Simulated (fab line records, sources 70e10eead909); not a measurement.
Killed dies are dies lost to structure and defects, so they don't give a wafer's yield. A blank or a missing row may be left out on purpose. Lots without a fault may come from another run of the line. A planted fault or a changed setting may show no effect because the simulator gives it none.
Chamber matching | flow nand_harc | NHARC_A_CHANNEL_HOLE_D1_DEP_01 on pecvd-03: 3 sister chambers
The step deposits SiON, target thk 140 nm. 3 wafers are shown with their chamber, then 12 later ones without.

WAFERS WITH THEIR CHAMBER
wafer  | chamber | heater_power_w (W)
L083.4 | 0       | 817
L083.3 | 2       | 719
L083.5 | 1       | 823

WAFERS WITHOUT THEIR CHAMBER
wafer  | heater_power_w (W)
L085.1 | 808
L085.4 | 835
L085.5 | 740
L087.2 | 664
L087.4 | 827
L087.5 | 820
L086.1 | 833
L086.4 | 857
L086.6 | 766
L091.1 | 704
L091.4 | 750
L091.6 | 829

WHICH CHAMBER EACH WENT THROUGH
wafer  | from the rows above          | in truth
L085.1 | can't be placed: 0 or 1      | 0
L085.4 | can't be placed: 1 or 0      | 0
L085.5 | 2                            | 2
L087.2 | 2                            | 2
L087.4 | can't be placed: 1 or 0      | 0
L087.5 | can't be placed: 0 or 1      | 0
L086.1 | can't be placed: 1 or 0      | 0
L086.4 | can't be placed: 1 or 0      | 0
L086.6 | can't be placed: 2 or 0 or 1 | 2
L091.1 | 2                            | 2
L091.4 | can't be placed: 2 or 0 or 1 | 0
L091.6 | can't be placed: 1 or 0      | 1
Placed correctly: 3 of 12. Can't be placed from these rows: 9 (the true chamber is among the candidates in 9). Placed wrongly: 0.
How it was worked out, from the rows above alone: a wafer's distance from a chamber is the root of the sum, over the readings, of the square of ((its reading less the chamber's mean) divided by the reading's scatter). The wafer belongs to the nearest chamber; if the next one is less than 2 further off, it can't be placed. A chamber's mean is the mean of its shown wafers. The scatter: with one shown wafer a chamber, the root of the mean of the squares of how far each hidden wafer lies from its nearest shown one.
